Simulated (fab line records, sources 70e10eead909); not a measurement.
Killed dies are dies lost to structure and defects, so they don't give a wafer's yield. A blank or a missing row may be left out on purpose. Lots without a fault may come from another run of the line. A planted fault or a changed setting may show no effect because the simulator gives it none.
Problem report in the 8D (eight disciplines) form, filled by code | flow nand_harc | the parts of the form that need people (team, actions taken, sign-off) are left out

1. THE PROBLEM
thk_nm at NHARC_A_ONON_D1_THK_MEAS_05 reads a mean of 1560 nm on 1 wafer of 1 lot; wafers without a fault read 1002 nm with a standard deviation of 10. That is +56 standard deviations from the usual mean.
The step: measures by ellipsometry.
First seen on wafer L931.3, day 11 08:50, on film_metro-02. The record holds 39 wafers of 13 lots with a number at this step. Rule for "out", or "out of limits": more than 4 standard deviations from the usual mean. The other wafers with a number count as sound.

2. WHAT IT IS AND WHAT IT IS NOT
question                    | is                | is not
which readings at this step | thk_nm            | -
which lots                  | L931              | L917, L918, L919, L920, L921, L922, L926, L933, L935, L936, L937, L938
which wafers of those lots  | L931.3            | L931.2, L931.4
read on which gauges        | film_metro-02     | film_metro-01
when                        | from day 11 08:50 | up to then (23 sound wafers); but 15 sound wafers of L933, L935, L936, L937, L938 came after

3. SUSPECTS, AND WHAT RULES EACH OUT
Counting: a tool at a process step up to the reading stays a suspect if it ran every lot that is out. Sound lots after the first of them don't rule it out here, since some wafers of a struck lot are sound.
- the gauge at NHARC_A_ONON_D1_THK_MEAS_05: ruled out. All the wafers that are out were read on film_metro-02, but those of them that NHARC_END_SORT_01 has rows for are out there too, on other tools.
- pecvd_onon-02 at NHARC_A_ONON_D1_DEP_03 (target thk 1000 nm): kept. It ran the lot that is out, L931 (day 11 08:23); its last sound lot up to then is L922 (day 8 20:13).
Left after counting: pecvd_onon-02 at NHARC_A_ONON_D1_DEP_03.

4. THE CAUSE (what the simulator had put in)
Process parameter drift: pecvd_onon-02, from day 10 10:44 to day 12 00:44, at NHARC_A_ONON_D1_DEP_03. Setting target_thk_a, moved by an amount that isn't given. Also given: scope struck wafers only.
Counting left only this tool.

5. THE CHAIN OF EFFECTS, in route order
Each row: a reading whose mean over the struck wafers that have a number lies more than 3 standard deviations from the usual. Only readings for which the record gives a usual standard deviation are gone through. hours: the time from each lot's start at the first step in this table that gives one to its start at this step, as a median over the lots. sigmas: the change in usual standard deviations.
hours | step                        | reading         | usual   | on struck wafers | change | sigmas
0     | NHARC_A_ONON_D1_THK_MEAS_05 | thk_nm          | 1002 nm | 1560             | +558   | +56
266   | NHARC_END_SORT_01           | killed_at_array | 27      | 673              | +646   | +54
266   | NHARC_END_SORT_01           | killed_dies     | 32      | 677              | +645   | +59

6. WHAT WOULD HAVE CAUGHT IT SOONER
In this record the first reading out of limits at a measuring or inspecting step was taken at day 11 08:50, 22 hours after the fault began at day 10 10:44.
All the lots that are out (1) had begun NHARC_A_ONON_D1_DEP_03 on pecvd_onon-02 by day 11 08:50. A hold on the tool at that time would have spared none of them.
